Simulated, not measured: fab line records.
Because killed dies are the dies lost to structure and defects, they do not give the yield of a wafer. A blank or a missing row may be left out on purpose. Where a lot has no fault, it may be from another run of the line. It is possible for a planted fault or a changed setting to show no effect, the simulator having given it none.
One fault seen from 2 desks / flow nand harc / each desk has only its own numbers; what lay behind them comes last

== AT THE METROLOGY DESK ==
Means of the sampled wafers that have a number, per lot and without regard to the tool the lot ran on: this is what the gauges read. If a lot's mean is further than 4 standard deviations from the usual mean, the lot is out of limits and carries the mark OUT (the distance appears in the brackets).
Columns: A = cd nm at NHARC_A_CHANNEL_HOLE_D1_CD_MEAS_18, usual 98.2 nm
lot=L367; first seen here=day 9 11:30; A=97.0
lot=L369; first seen here=day 9 22:26; A=101.2
lot=L375; first seen here=day 12 21:53; A=97.0
lot=L376; first seen here=day 13 04:26; A=98.8
lot=L377; first seen here=day 13 08:59; A=100.9
lot=L384; first seen here=day 16 04:11; A=99.2
lot=L383; first seen here=day 16 04:38; A=95.9
lot=L385; first seen here=day 17 01:25; A=97.6
lot=L386; first seen here=day 17 01:59; A=100.4
lot=L387; first seen here=day 17 16:24; A=94.9
lot=L388; first seen here=day 18 09:04; A=98.5
This desk's verdict: no lot among the 11 shows anything out of limits.

== DESK OF THE TOOL OWNER: rie diel-11 ==
The tool's own readings at NHARC_A_CHANNEL_HOLE_D1_ETCH_38 (etches the open film in CF4, target depth 39 nm, time 65 s): means of the sampled wafers that have a number, for each lot that ran on this tool. If a lot's mean is further than 4 standard deviations from the usual mean, the lot is out of limits and carries the mark OUT (the distance appears in the brackets).
Columns: A = bias w at NHARC_A_CHANNEL_HOLE_D1_ETCH_38, usual 99.98 W; B = cf4 flow sccm at NHARC_A_CHANNEL_HOLE_D1_ETCH_38, usual 150.0 sccm; C = drypump motor current A at NHARC_A_CHANNEL_HOLE_D1_ETCH_38, usual 5.8 A; D = oes product au at NHARC_A_CHANNEL_HOLE_D1_ETCH_38, usual 1.002 a.u.; E = rf vpp V at NHARC_A_CHANNEL_HOLE_D1_ETCH_38, usual 150.8 V; F = showerhead plenum p Torr at NHARC_A_CHANNEL_HOLE_D1_ETCH_38, usual 1.73 Torr; G = throttle valve pct at NHARC_A_CHANNEL_HOLE_D1_ETCH_38, usual 13.283 %
lot=L375; first seen here=day 12 20:52; A=99.89; B=150.2; C=5.5; D=0.854 (-11) OUT; E=150.4; F=1.71; G=13.289
lot=L376; first seen here=day 13 03:26; A=100.09; B=149.9; C=5.6; D=0.850 (-12) OUT; E=150.1; F=1.71; G=13.284
lot=L377; first seen here=day 13 07:57; A=100.18; B=149.7; C=5.5; D=0.853 (-11) OUT; E=150.1; F=1.71; G=13.282
lot=L384; first seen here=day 16 02:42; A=99.93; B=149.5; C=6.4; D=0.985; E=151.0; F=1.75; G=13.283
lot=L383; first seen here=day 16 03:01; A=100.06; B=149.9; C=6.1; D=1.002; E=150.5; F=1.73; G=13.289
lot=L385; first seen here=day 17 00:12; A=99.84; B=149.6; C=5.8; D=0.996; E=150.8; F=1.73; G=13.278
lot=L387; first seen here=day 17 15:22; A=99.98; B=150.1; C=5.5; D=1.010; E=150.1; F=1.70; G=13.282
lot=L388; first seen here=day 18 07:59; A=100.05; B=150.2; C=5.6; D=1.001; E=151.6; F=1.70; G=13.281
This desk finds L375, L376, L377 out of limits, L375 being first, at day 12 20:52 (oes product au at NHARC_A_CHANNEL_HOLE_D1_ETCH_38). L384, L383, L385, L387, L388: within limits.

== TAKEN TOGETHER ==
On L375, L376, L377, at day 12 20:52, an alarm was possible from the tool owner's desk.
Nothing out of limits was seen by the metrology desk.
The metrology desk has L375, L376, L377 on record, within its limits.
On rie diel-11, each named lot ran NHARC_A_CHANNEL_HOLE_D1_ETCH_38.

== WHAT THE SIMULATOR HAD INSERTED ==
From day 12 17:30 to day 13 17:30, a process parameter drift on rie diel-11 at NHARC_A_CHANNEL_HOLE_D1_ETCH_38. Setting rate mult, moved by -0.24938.
Struck lots among those shown: L375, L376, L377.
Hours from the fault's start to each desk's first reading out of limits: the tool owner's desk, 3.
